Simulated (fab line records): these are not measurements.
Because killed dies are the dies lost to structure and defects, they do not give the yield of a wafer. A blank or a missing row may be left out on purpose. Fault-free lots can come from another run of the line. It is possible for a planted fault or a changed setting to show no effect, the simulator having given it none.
A struck lot beside a sound one + flow n5_finfet + 18 out of 1938 route steps
Sound: these wafers, L355.2, L355.5, L355.6. Struck: wafers L360.2, L360.4 (left out: L360.5, a lot-mate that was not struck); the cause follows at the end.
Each step with rows lists, per side, the tool, then ch with its chambers, then its first start. Under that, the readings that differ: sound wafers + struck wafers + difference of the means + sigmas: that difference in standard deviations of wafers without a fault.
alike: readings with means less than 2 such deviations apart, plus words and numbers identical on both sides. not compared: withheld readings, readings lacking a value on some wafer, bounds such as >300 that could conceal the same value, and numbers that have no deviation in the record and whose values overlap.
A row with sigmas, a row that says differs or no value, or rows on one side alone: a step with any of these is where the two part. Numbers that don't overlap but have no deviation are shown without sigmas and don't part them. Lack of a reading on every wafer of one side parts them only where that side has two or more wafers.

first, 9 steps without rows for these wafers: N5_SD_EPI_N_COAT_33 (time 60 s, resist thk 35 nm); N5_SD_EPI_N_COAT_03 (resist thk 150 nm); N5_SD_EPI_N_EBR_05; N5_SD_EPI_N_SOFTBAKE_04 (time 60 s); N5_SD_EPI_N_EXPOSE_06 (exposes mask SD N BLK, target cd 120 nm); N5_SD_EPI_N_PEB_07 (peb time 60 s); N5_SD_EPI_N_DEVELOP_08 (develop time 30 s); N5_SD_EPI_N_DESCUM_14 (chemistry O2, time 7.9 s); N5_SD_EPI_N_ETCH_34 (etches SiARC in CF4, target depth 45.5 nm, time 75.8 s).
N5_SD_EPI_N_ETCH_35: etches SOC in N2/H2, overetch 108 nm, time 486 s.
  sound on rie_diel-05 ch 1,2, day 4 17:46; struck on rie_diel-02 ch 0,2, day 5 21:43
| reading                                     | sound             | struck      | difference | sigmas |
|---------------------------------------------|-------------------|-------------|------------|--------|
| model.SD_EPI_N.cd_nm (nm)                   | 118.6 119.6 118.4 | 124.6 124.6 | +5.7       |        |
| model.SiARC_of_SD_EPI_N_COAT_33.thk_nm (nm) | 19.8 19.6 20      | 14.6 14.4   | -5.3       |        |
  alike: drypump_motor_current_A, n2_flow_sccm, oes_product_au, rf_vpp_V, showerhead_plenum_p_Torr, throttle_valve_pct
  not compared: rf_hours_counter_h
then, 3 steps without rows for these wafers: N5_SD_EPI_N_STRIP_36 (strips in N2/H2); N5_SD_EPI_N_ETCHBACK_44 (etches SiNx in CH3F/O2, stops on SiO2, target depth 14.5 nm); N5_SD_EPI_N_ETCH_45 (etches SiOCN in CH3F/O2, target depth 6 nm).
N5_SD_EPI_N_ETCH_16: etches SiO2 in CHF3/O2, target depth 5 nm.
  sound on rie_diel-05 ch 1,2, day 4 18:17; struck on rie_diel-02 ch 0,2, day 5 22:15
| reading                                     | sound          | struck  | difference | sigmas |
|---------------------------------------------|----------------|---------|------------|--------|
| model.SiARC_of_SD_EPI_N_COAT_33.thk_nm (nm) | 12.8 12.2 12.8 | 7.2 6.8 | -5.6       |        |
  alike: drypump_motor_current_A, oes_product_au, rf_vpp_V, showerhead_plenum_p_Torr, throttle_valve_pct
  not compared: rf_hours_counter_h
then, 1 step without rows for these wafers: N5_SD_EPI_N_STRIP_47 (strips in CHF3/O2).
N5_SD_EPI_N_SD_RECESS_17: chemistry HBr/Cl2/O2, target depth 41 nm, time 23.7 s, bt time 3 s.
  sound on rie_si-01 ch 0,1, day 4 18:22; struck on rie_si-03 ch 0,1, day 5 22:19
| reading                   | sound             | struck      | difference | sigmas |
|---------------------------|-------------------|-------------|------------|--------|
| model.SD_EPI_N.cd_nm (nm) | 118.8 119.6 118.6 | 124.4 124.6 | +5.5       |        |
  alike: drypump_motor_current_A, oes_product_au, throttle_valve_pct
  not compared: rf_hours_counter_h
then, 1 step without rows for these wafers: N5_SD_EPI_N_STRIP_38 (strips in N2/H2).
-- record jumps: 5 days separate the struck wafers' starts on either side; left off in module SD_EPI_N, taken up again in module BEOL_M4, whose first shown step is the route's number 1111 --
N5_BEOL_M4_RC_MEAS_101:
  sound on prober-01 ch 0, day 10 13:51; struck on prober-02 ch 0, day 11 08:52
  alike: DIBL_N, DIBL_P, IOFF_N, IOFF_P, ION_N, ION_P, SS_N, SS_P, VT_N, VT_P

WHERE THEY PART
Nowhere in this record.

WHY: whatever the simulator had introduced
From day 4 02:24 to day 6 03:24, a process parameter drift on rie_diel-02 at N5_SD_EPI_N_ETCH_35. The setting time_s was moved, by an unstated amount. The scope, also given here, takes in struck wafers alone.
